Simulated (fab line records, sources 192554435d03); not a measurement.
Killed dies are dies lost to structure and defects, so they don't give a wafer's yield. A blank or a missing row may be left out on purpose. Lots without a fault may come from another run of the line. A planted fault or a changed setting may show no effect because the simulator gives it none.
One fault seen from 2 desks | flow n5_finfet | each desk has only its own numbers; what lay behind them comes last

THE TOOL OWNER'S DESK: rie_diel-03
The tool's own readings at N5_BEOL_M0_ETCH_138 (etches SiCN in CH3F/O2, target depth 12 nm, time 31.6 s): means of the sampled wafers that have a number, for each lot that ran on this tool. A lot is out of limits, marked OUT, if its mean lies more than 4 standard deviations from the usual mean; the brackets give that distance.
Columns: A = drypump_motor_current_A at N5_BEOL_M0_ETCH_138, usual 5.9 A; B = etch_rf_on_time_s at N5_BEOL_M0_ETCH_138, usual 29.3 s; C = oes_product_au at N5_BEOL_M0_ETCH_138, usual 0.66 a.u.; D = rf_fwd_power_W at N5_BEOL_M0_ETCH_138, usual 386.4 W; E = rf_vpp_V at N5_BEOL_M0_ETCH_138, usual 297.5 V; F = showerhead_plenum_p_Torr at N5_BEOL_M0_ETCH_138, usual 2.01 Torr; G = throttle_valve_pct at N5_BEOL_M0_ETCH_138, usual 16.38 %
lot  | first seen here | A   | B    | C    | D               | E               | F    | G
L102 | day 7 02:59     | 6.0 | 30.2 | 0.68 | 385.4           | 297.5           | 2.00 | 16.35
L113 | day 9 20:29     | 5.9 | 28.4 | 0.64 | 385.1           | 296.5           | 1.97 | 16.26
L116 | day 10 02:07    | 5.4 | 33.5 | 0.62 | 292.1 (-55) OUT | 325.7 (+20) OUT | 2.01 | 16.37
L115 | day 10 05:02    | 5.7 | 31.8 | 0.62 | 291.6 (-56) OUT | 325.4 (+20) OUT | 1.98 | 16.17
L117 | day 10 16:14    | 5.6 | 32.9 | 0.60 | 292.3 (-55) OUT | 325.5 (+20) OUT | 2.00 | 16.46
This desk's finding: out of limits on L115, L116, L117; first on L116, day 10 02:07 (rf_fwd_power_W at N5_BEOL_M0_ETCH_138). In limits: L102, L113.

THE METROLOGY DESK
What the gauges read, lot by lot, whatever tool the lot ran on: means of the sampled wafers that have a number. A lot is out of limits, marked OUT, if its mean lies more than 4 standard deviations from the usual mean; the brackets give that distance. Of its 11 readings 7 are shown: those that lie furthest out on some lot.
Columns: A = DIBL_P at N5_BEOL_M4_RC_MEAS_101, usual 36.5 mV/V; B = IOFF_P at N5_BEOL_M4_RC_MEAS_101, usual 0.22 nA/um; C = ION_N at N5_BEOL_M4_RC_MEAS_101, usual 674 uA/um; D = ION_P at N5_BEOL_M4_RC_MEAS_101, usual 461 uA/um; E = SS_P at N5_BEOL_M4_RC_MEAS_101, usual 73.4 mV/dec; F = VT_N at N5_BEOL_M4_RC_MEAS_101, usual 249 mV; G = VT_P at N5_BEOL_M4_RC_MEAS_101, usual -250 mV
lot  | first seen here | A    | B    | C   | D   | E    | F   | G
L102 | day 7 02:43     | 35.1 | 0.20 | 649 | 447 | 73.3 | 252 | -253
L101 | day 7 02:55     | 34.4 | 0.25 | 676 | 471 | 73.0 | 249 | -245
L113 | day 9 20:13     | 36.0 | 0.20 | 666 | 455 | 73.2 | 252 | -251
L116 | day 10 01:51    | 37.3 | 0.22 | 671 | 457 | 73.8 | 249 | -249
L115 | day 10 04:46    | 36.6 | 0.21 | 682 | 460 | 73.4 | 246 | -251
L117 | day 10 15:58    | 37.5 | 0.24 | 680 | 466 | 73.3 | 246 | -247
L118 | day 10 22:40    | 36.3 | 0.20 | 673 | 451 | 73.7 | 249 | -254
L120 | day 11 05:00    | 32.5 | 0.14 | 658 | 451 | 72.2 | 256 | -255
L121 | day 11 12:57    | 35.0 | 0.19 | 676 | 461 | 73.5 | 249 | -252
This desk's finding: nothing out of limits on any of the 9 lots.

PUT TOGETHER
The tool owner's desk could have raised an alarm at day 10 02:07, on L115, L116, L117.
The metrology desk saw nothing out of limits.
The metrology desk has L115, L116, L117 on record, within its limits.
Of the lots named, all ran N5_BEOL_M0_ETCH_138 on rie_diel-03.

WHAT THE SIMULATOR HAD PUT IN
Process parameter drift: rie_diel-03, from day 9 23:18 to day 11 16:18, at N5_BEOL_M0_ETCH_138. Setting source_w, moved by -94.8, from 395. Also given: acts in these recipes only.
Lots struck among those shown: L115, L116, L117.
Hours from the fault's start to each desk's first reading out of limits: the tool owner's desk, 3.
